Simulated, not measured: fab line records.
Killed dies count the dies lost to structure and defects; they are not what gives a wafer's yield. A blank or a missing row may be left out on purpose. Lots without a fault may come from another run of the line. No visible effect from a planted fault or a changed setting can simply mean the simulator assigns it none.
Matching of chambers || flow n5_finfet || rie_diel-01 running N5_FIN_SAQP_DESCUM_21: 4 sister chambers
The step chemistry O2, time 7.9 s. 8 wafers are shown with their chamber, then 12 later ones without.

WAFERS PAIRED WITH THEIR CHAMBERS
{"wafer": "L084.3", "chamber": 0, "drypump_motor_current_A (A)": 5.6, "showerhead_plenum_p_Torr (Torr)": 2.08}
{"wafer": "L085.5", "chamber": 3, "drypump_motor_current_A (A)": 6.5, "showerhead_plenum_p_Torr (Torr)": 2.24}
{"wafer": "L088.1", "chamber": 3, "drypump_motor_current_A (A)": 6.6, "showerhead_plenum_p_Torr (Torr)": 2.23}
{"wafer": "L088.2", "chamber": 0, "drypump_motor_current_A (A)": 5.6, "showerhead_plenum_p_Torr (Torr)": 2.08}
{"wafer": "L088.4", "chamber": 1, "drypump_motor_current_A (A)": 5.7, "showerhead_plenum_p_Torr (Torr)": 2.06}
{"wafer": "L093.4", "chamber": 2, "drypump_motor_current_A (A)": 5.1, "showerhead_plenum_p_Torr (Torr)": 2.20}
{"wafer": "L093.5", "chamber": 2, "drypump_motor_current_A (A)": 5.1, "showerhead_plenum_p_Torr (Torr)": 2.20}
{"wafer": "L093.6", "chamber": 1, "drypump_motor_current_A (A)": 5.7, "showerhead_plenum_p_Torr (Torr)": 2.06}

WAFERS WHOSE CHAMBER IS MISSING
{"wafer": "L094.1", "drypump_motor_current_A (A)": 5.7, "showerhead_plenum_p_Torr (Torr)": 2.06}
{"wafer": "L094.2", "drypump_motor_current_A (A)": 6.5, "showerhead_plenum_p_Torr (Torr)": 2.23}
{"wafer": "L094.3", "drypump_motor_current_A (A)": 5.1, "showerhead_plenum_p_Torr (Torr)": 2.20}
{"wafer": "L094.4", "drypump_motor_current_A (A)": 5.6, "showerhead_plenum_p_Torr (Torr)": 2.07}
{"wafer": "L094.5", "drypump_motor_current_A (A)": 5.7, "showerhead_plenum_p_Torr (Torr)": 2.07}
{"wafer": "L094.6", "drypump_motor_current_A (A)": 6.5, "showerhead_plenum_p_Torr (Torr)": 2.23}
{"wafer": "L095.1", "drypump_motor_current_A (A)": 6.5, "showerhead_plenum_p_Torr (Torr)": 2.23}
{"wafer": "L095.4", "drypump_motor_current_A (A)": 5.6, "showerhead_plenum_p_Torr (Torr)": 2.07}
{"wafer": "L095.5", "drypump_motor_current_A (A)": 5.1, "showerhead_plenum_p_Torr (Torr)": 2.20}
{"wafer": "L097.1", "drypump_motor_current_A (A)": 5.7, "showerhead_plenum_p_Torr (Torr)": 2.06}
{"wafer": "L097.3", "drypump_motor_current_A (A)": 5.6, "showerhead_plenum_p_Torr (Torr)": 2.07}
{"wafer": "L097.5", "drypump_motor_current_A (A)": 5.6, "showerhead_plenum_p_Torr (Torr)": 2.07}

THE CHAMBER EACH PASSED THROUGH
{"wafer": "L094.1", "from the rows above": 1, "in truth": 1}
{"wafer": "L094.2", "from the rows above": 3, "in truth": 3}
{"wafer": "L094.3", "from the rows above": 2, "in truth": 2}
{"wafer": "L094.4", "from the rows above": "can't be placed: 0 or 1", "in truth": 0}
{"wafer": "L094.5", "from the rows above": "can't be placed: 1 or 0", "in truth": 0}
{"wafer": "L094.6", "from the rows above": 3, "in truth": 3}
{"wafer": "L095.1", "from the rows above": 3, "in truth": 3}
{"wafer": "L095.4", "from the rows above": "can't be placed: 0 or 1", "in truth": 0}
{"wafer": "L095.5", "from the rows above": 2, "in truth": 2}
{"wafer": "L097.1", "from the rows above": 1, "in truth": 1}
{"wafer": "L097.3", "from the rows above": "can't be placed: 0 or 1", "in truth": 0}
{"wafer": "L097.5", "from the rows above": "can't be placed: 0 or 1", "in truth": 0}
Placed correctly: 7 of 12. Not placeable from these rows: 5 (in 5, the candidates include the true chamber). Number placed wrongly: 0.
How it was worked out, from the rows above alone: a wafer's distance from a chamber is the root of the sum, over the readings, of the square of ((its reading less the chamber's mean) divided by the reading's scatter). If the next closest chamber is less than 2 further off than the closest, the wafer can't be placed; otherwise it belongs to the closest. The mean given for a chamber averages the wafers shown for that chamber. The scatter: take each reading less its chamber's mean, square it, sum over the shown wafers, divide by the number of wafers less the number of chambers, and take the root.
